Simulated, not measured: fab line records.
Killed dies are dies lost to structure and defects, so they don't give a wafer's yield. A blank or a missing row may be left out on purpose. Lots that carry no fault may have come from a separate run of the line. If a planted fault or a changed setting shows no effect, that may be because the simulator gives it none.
Split-lot experiment ; flow n5_finfet ; 39 wafers read from 7 lots, route of 1938 steps

== ON THE SPLIT ==
At N5_FIN_SAQP_SPACER2_ALD_28 (deposits SiO2, target thk 8.1 nm, pulse time 1 s, purge time 2 s), the setting target_thk_a was moved away from the recipe's 81 angstrom on 12 of the 39 wafers read, by -41.1% to +52.7%. This setting was run at the recipe's value on the other wafers.

== FROM THE SPLIT TO THE READING: what the file shows between them, 9 steps ==
- N5_FIN_SAQP_SPACER2_ETCHBACK_29: etches SiO2 in CHF3/O2, target depth 12.2 nm, time 6.1 s
- N5_FIN_SAQP_MANDREL2_REMOVE_60: chemistry HBr/Cl2/O2, target a-Si, stops on SiNx, bt time 10 s
- N5_FIN_SAQP_CD_MEAS_31: target cd 8 nm
- N5_FIN_SAQP_HM_OPEN_33: chemistry CH3F/O2, target SiNx, target depth 49.4 nm, time 70.6 s
- N5_FIN_SAQP_ETCH_34: etches SiO2 in C4F6/O2, target depth 45 nm, time 15 s
- N5_FIN_SAQP_STRIP_77: strips in N2/H2, time 90 s
- N5_FIN_SAQP_HM_CD_35: target cd 8 nm
- N5_FIN_SAQP_ETCH_64: etches SiO2 in CF4, target depth 1.5 nm
- N5_FIN_SAQP_FIN_ETCH_36: etches the open film in HBr/Cl2/O2, target depth 120 nm, time 50.4 s

== THE READING ==
At N5_FIN_SAQP_CD_MEAS_37: cd_nm in nanometres, against a target cd of 8 nm. On this fab line, fault-free wafers typically give 8.11 nm with a standard deviation of 0.28 nm.

wafer;tool, chamber at the split;target_thk_a as run, angstrom;against the recipe;cd_nm, nm;against lot-mates on the recipe
L074.1;ald_sin-01, 0,1,3;81;recipe;7.97;-
L074.2;ald_sin-01, 0,1,3;81;recipe;7.58;-
L074.3;ald_sin-01, 2,3,0;119.7;+47.8%;11.98;+4.02
L074.4;ald_sin-01, 0,1,3;81;recipe;8.32;-
L074.5;ald_sin-01, 2,3,0;119.7;+47.8%;11.68;+3.72
L074.6;ald_sin-01, 2,3,0;119.7;+47.8%;11.80;+3.84
L078.1;ald_sin-03, 3,0,0;81;recipe;8.35;-
L078.2;ald_sin-03, 1;47.69;-41.1%;4.75;-3.73
L078.3;ald_sin-03, 2;47.69;-41.1%;4.33;-4.15
L078.4;ald_sin-03, 3,0,0;81;recipe;8.76;-
L078.5;ald_sin-03, 3,0,0;81;recipe;8.32;-
L078.6;ald_sin-03, 1;47.69;-41.1%;4.43;-4.05
L080.1;ald_sin-03, 0,3,1,1,3,0;81;recipe;8.03;-
L080.2;ald_sin-03, 0,3,1,1,3,0;81;recipe;8.32;-
L080.3;ald_sin-03, 0,3,1,1,3,0;81;recipe;7.66;-
L080.4;ald_sin-03, 0,3,1,1,3,0;81;recipe;8.27;-
L080.5;ald_sin-03, 0,3,1,1,3,0;81;recipe;8.06;-
L080.6;ald_sin-03, 0,3,1,1,3,0;81;recipe;7.73;-
L083.1;ald_sin-01, 1,2,0;81;recipe;7.92;-
L083.2;ald_sin-01, 3,0,1;115.2;+42.2%;11.71;+3.69
L083.3;ald_sin-01, 1,2,0;81;recipe;8.13;-
L083.4;ald_sin-01, 3,0,1;115.2;+42.2%;11.68;+3.66
L083.5;ald_sin-01, 1,2,0;81;recipe;8.01;-
L083.6;ald_sin-01, 3,0,1;115.2;+42.2%;11.63;+3.61
L090.1;ald_sin-04, 0,2,1;81;recipe;7.85;-
L090.2;ald_sin-04, 0,2,1;81;recipe;8.16;-
L090.3;ald_sin-04, 3,3,0;81;recipe;8.10;-
L090.4;ald_sin-04, 0,2,1;81;recipe;8.37;-
L090.5;ald_sin-04, 3,3,0;81;recipe;8.29;-
L090.6;ald_sin-04, 3,3,0;81;recipe;8.41;-
L092.1;ald_sin-04, 0,1;81;recipe;7.93;-
L092.2;ald_sin-04, 1;81;recipe;8.14;-
L092.3;ald_sin-04, 3,2,2;123.7;+52.7%;12.71;+4.73
L092.4;ald_sin-04, 3,2,2;123.7;+52.7%;12.35;+4.37
L092.5;ald_sin-04, 3,2,2;123.7;+52.7%;12.16;+4.18
L092.6;ald_sin-04, 0,1;81;recipe;7.87;-
L095.1;ald_sin-01, 0;81;recipe;8.18;-
L095.3;ald_sin-01, 2;81;recipe;8.97;-
L095.5;ald_sin-01, 2;81;recipe;8.33;-
When a row names more than one chamber, that row covers several wafers, and the file does not tell which wafer ran in which chamber.

THE FIT
A straight line over all 39 wafers: cd_nm changes by +0.0824 nm for each +1% of target_thk_a; r = +0.99; the points scatter about the line by 0.29 nm.
The same after taking each lot's own level away (the mean of its wafers on the recipe; 39 wafers): +0.087 nm for each +1%; r = +0.99; scatter 0.25 nm.
The reading moves by 4.6 nm for the largest change in target_thk_a, on that fit.
Measured against the standard deviation above, the lots' own levels, which go from 7.957 to 8.493 nm, span 1.9 times it.
So the lot-to-lot level changes the slope little: the two slopes agree.
Check: with one of the wafers moved furthest among these (+52.7%) left out of the fit, the line predicts +4.49 nm for it against its lot-mates. It came out at +4.73 nm against them.

== THE WHOLE CHAIN: every reading that the file lists as answering this split, in the file's order ==
step;what it does;reading;change (the file's fit);r (the file's)
N5_FIN_SAQP_SPACER2_ALD_28;deposits SiO2, target thk 8.1 nm, pulse time 1 s, purge time 2 s;SiO2_of_FIN_SAQP_SPACER2_ALD_28.thk_nm (the simulator's own value, which no gauge read);+0.0813 nm for each +1% of the setting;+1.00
N5_FIN_SAQP_MANDREL2_REMOVE_60;chemistry HBr/Cl2/O2, target a-Si, stops on SiNx, bt time 10 s;FIN_SAQP.cd_nm (the simulator's own value, which no gauge read);+0.0823 nm for each +1% of the setting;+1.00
N5_FIN_SAQP_CD_MEAS_31;target cd 8 nm;cd_nm;+0.0836 nm for each +1% of the setting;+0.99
N5_FIN_SAQP_HM_OPEN_33;chemistry CH3F/O2, target SiNx, target depth 49.4 nm, time 70.6 s;FIN_SAQP.cd_nm (the simulator's own value, which no gauge read);+0.0828 nm for each +1% of the setting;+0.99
N5_FIN_SAQP_ETCH_34;etches SiO2 in C4F6/O2, target depth 45 nm, time 15 s;FIN_SAQP.cd_nm (the simulator's own value, which no gauge read);+0.0859 nm for each +1% of the setting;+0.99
N5_FIN_SAQP_HM_CD_35;target cd 8 nm;cd_nm;+0.0852 nm for each +1% of the setting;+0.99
N5_FIN_SAQP_CD_MEAS_37;target cd 8 nm;cd_nm;+0.0862 nm for each +1% of the setting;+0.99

== FILE'S OWN FIT ==
cd_nm changes by +0.0862 nm for each +1% of target_thk_a, r = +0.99.
